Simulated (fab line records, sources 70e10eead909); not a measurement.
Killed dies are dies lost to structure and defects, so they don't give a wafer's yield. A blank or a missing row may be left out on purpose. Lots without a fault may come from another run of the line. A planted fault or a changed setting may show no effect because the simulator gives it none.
One fault seen from 2 desks | flow nand_harc | each desk has only its own numbers; what lay behind them comes last

THE TOOL OWNER'S DESK: ald_hk-02
The tool's own readings at NHARC_A_WL_FILL_ALD_00 (deposits Al2O3, target thk 3 nm, pulse time 3 s, ald cycles 30): means of the sampled wafers that have a number, for each lot that ran on this tool. A lot is out of limits, marked OUT, if its mean lies more than 4 standard deviations from the usual mean; the brackets give that distance.
Columns: A = heater_power_w at NHARC_A_WL_FILL_ALD_00, usual 472 W; B = precursor_pulse_height_rel at NHARC_A_WL_FILL_ALD_00, usual 0.999
lot  | first seen here | A   | B
L136 | day 16 01:17    | 485 | 0.994
L141 | day 17 20:33    | 483 | 0.993
L142 | day 18 03:28    | 451 | 1.005
L144 | day 18 03:39    | 459 | 1.011
L143 | day 18 08:50    | 474 | 1.012
L149 | day 19 13:01    | 505 | 1.005
This desk's finding: nothing out of limits on any of the 6 lots.

THE METROLOGY DESK
What the gauges read, lot by lot, whatever tool the lot ran on: means of the sampled wafers that have a number. A lot is out of limits, marked OUT, if its mean lies more than 4 standard deviations from the usual mean; the brackets give that distance.
Columns: A = overlay_x_nm at NHARC_A_SLIT_OVL_MEAS_10, usual 0.0 nm; B = overlay_y_nm at NHARC_A_SLIT_OVL_MEAS_10, usual 0.1 nm
lot  | first seen here | A    | B
L133 | day 14 14:25    | -1.7 | -0.9
L131 | day 14 14:39    | 0.6  | 0.6
L134 | day 14 19:30    | 1.3  | 0.9
L130 | day 14 20:11    | 0.7  | 0.1
L135 | day 14 23:40    | 0.1  | -0.4
L136 | day 15 13:52    | -0.5 | 1.0
L140 | day 16 22:23    | 0.1  | -0.9
L141 | day 17 08:19    | -0.3 | -0.3
L142 | day 17 16:10    | 0.6  | 0.9
L144 | day 17 17:23    | -0.1 | 1.4
L143 | day 17 20:05    | 0.9  | 0.5
L147 | day 18 12:20    | -0.4 | 0.5
L149 | day 19 01:43    | -0.2 | 0.9
This desk's finding: nothing out of limits on any of the 13 lots.

PUT TOGETHER
The tool owner's desk saw nothing out of limits.
The metrology desk saw nothing out of limits.

WHAT THE SIMULATOR HAD PUT IN
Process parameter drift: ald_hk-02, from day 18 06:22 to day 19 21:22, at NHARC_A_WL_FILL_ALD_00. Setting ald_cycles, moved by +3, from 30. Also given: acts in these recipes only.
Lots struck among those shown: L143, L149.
